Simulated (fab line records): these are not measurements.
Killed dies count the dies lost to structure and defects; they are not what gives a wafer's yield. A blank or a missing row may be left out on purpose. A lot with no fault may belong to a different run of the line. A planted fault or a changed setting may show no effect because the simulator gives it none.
Split-lot trial | flow n5 finfet | 21 wafers read across 7 lots, on a route 1938 steps long

SPLIT DETAILS
At N5_BEOL_M0_SAQP_SPACER1_ALD_98 (deposits SiO2, target thk 12.8 nm, pulse time 1 s, purge time 2 s), the setting ald cycles was moved away from the recipe's 138 on 6 of the 21 wafers read, by -11.6% to +13.8%. All remaining wafers had this setting at the recipe value.

FROM THE SPLIT TO THE READING: what the file shows between them, 2 steps
- N5_BEOL_M0_SAQP_SPACER1_ETCHBACK_99: etches SiO2 in CHF3/O2, target depth 15.4 nm, time 7.7 s
- N5_BEOL_M0_SAQP_MANDREL1_REMOVE_100: chemistry HBr/Cl2/O2, target a-Si, stops on SiNx, bt time 10 s

THE READING
At N5_BEOL_M0_SAQP_CD_MEAS_25: cd nm in nanometres, against a target cd of 13.1 nm. Fault-free wafers of this fab line usually give 12.80 nm, standard deviation 0.22 nm.

wafer  | tool, chamber at the split | ald cycles as run | against the recipe | cd nm, nm | against lot-mates on the recipe
L076.3 | ald sin-03, 1,0,2          | 138               | recipe             | 12.92     | -
L076.4 | ald sin-03, 1,0,2          | 138               | recipe             | 13.05     | -
L076.6 | ald sin-03, 1,0,2          | 138               | recipe             | 13.07     | -
L080.1 | ald sin-03, 1              | 138               | recipe             | 12.55     | -
L080.3 | ald sin-03, 0              | 138               | recipe             | 12.50     | -
L080.5 | ald sin-03, 2              | 122               | -11.6%             | 11.26     | -1.27
L081.1 | ald sin-03, 3,1,0          | 138               | recipe             | 12.69     | -
L081.2 | ald sin-03, 3,1,0          | 138               | recipe             | 13.11     | -
L081.4 | ald sin-03, 3,1,0          | 138               | recipe             | 12.70     | -
L084.2 | ald sin-03, 1,0            | 138               | recipe             | 12.94     | -
L084.3 | ald sin-03, 1,0            | 138               | recipe             | 13.32     | -
L084.4 | ald sin-03, 2              | 157               | +13.8%             | 14.66     | +1.53
L085.1 | ald sin-01, 0              | 138               | recipe             | 12.57     | -
L085.2 | ald sin-01, 3              | 131               | -5.1%              | 11.76     | -0.81
L085.4 | ald sin-01, 1              | 131               | -5.1%              | 12.00     | -0.57
L093.2 | ald sin-03, 1,2,0          | 138               | recipe             | 12.53     | -
L093.3 | ald sin-03, 1,2,0          | 138               | recipe             | 12.88     | -
L093.5 | ald sin-03, 1,2,0          | 138               | recipe             | 13.01     | -
L095.1 | ald sin-04, 2              | 122               | -11.6%             | 11.45     | -1.35
L095.2 | ald sin-04, 3              | 122               | -11.6%             | 11.20     | -1.60
L095.5 | ald sin-04, 0              | 138               | recipe             | 12.80     | -
If several chambers appear in one row, that row covers several wafers at once and the file leaves open which wafer was in which chamber.

THE FIT
A straight line over all 21 wafers: cd nm changes by +0.136 nm for each +1% of ald cycles; r = +0.95; the points scatter about the line by 0.24 nm.
The same after taking each lot's own level away (the mean of its wafers on the recipe; 21 wafers): +0.119 nm for each +1%; r = +0.97; scatter 0.15 nm.
According to that fit, moving ald cycles by its largest amount changes the reading by 1.6 nm.
Measured against the standard deviation above, the lots' own levels, which go from 12.525 to 13.130 nm, span 2.7 times it.
So the lot-to-lot level changes the slope: the two fits differ.
Check: for one of the wafers moved furthest among these (+13.8%), held out of the fit, the line's prediction against its lot-mates is +1.68 nm. Against them it came out at +1.53 nm.

OTHER SPLITS ON THESE WAFERS
Note: prior to the reading, these wafers also went through further splits. Each is held against what the fit with the lots' levels taken away leaves over:
other split on the same wafers         | wafers away from the commonest value | r with cd nm (lot level and that fit taken away)
N5_HKMG_FIN_DEVELOP_48 develop time s  | 4                                    | -0.03
N5_GATE_CUT_ETCH_58 time s             | 3                                    | -0.32
N5_GATE_CUT_CUT_ETCH_53 icp w          | 6                                    | -0.45
N5_GATE_CUT_CMP_23 down force psi      | 8                                    | +0.19
N5_MOL_CONTACT_COAG_ALD_131 ald cycles | 9                                    | +0.03
N5_BEOL_M0_SAQP_PECVD_03 time s        | 6                                    | -0.25
N5_BEOL_M0_SAQP_COAT_08 spin rpm       | 7                                    | +0.04

THE WHOLE CHAIN: every reading that the file lists as answering this split, in the file's order
step                                | what it does                                                      | reading                                                                                     | change (the file's fit)               | r (the file's)
N5_BEOL_M0_SAQP_SPACER1_ALD_98      | deposits SiO2, target thk 12.8 nm, pulse time 1 s, purge time 2 s | SiO2_of_BEOL_M0_SAQP_SPACER1_ALD_98.thk nm (the simulator's own value, which no gauge read) | +0.125 nm for each +1% of the setting | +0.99
N5_BEOL_M0_SAQP_MANDREL1_REMOVE_100 | chemistry HBr/Cl2/O2, target a-Si, stops on SiNx, bt time 10 s    | BEOL_M0_SAQP.cd nm (the simulator's own value, which no gauge read)                         | +0.118 nm for each +1% of the setting | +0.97
N5_BEOL_M0_SAQP_CD_MEAS_25          | target cd 13.1 nm                                                 | cd nm                                                                                       | +0.116 nm for each +1% of the setting | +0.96

FILE'S OWN FIT
cd nm changes by +0.116 nm for each +1% of ald cycles, r = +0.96.
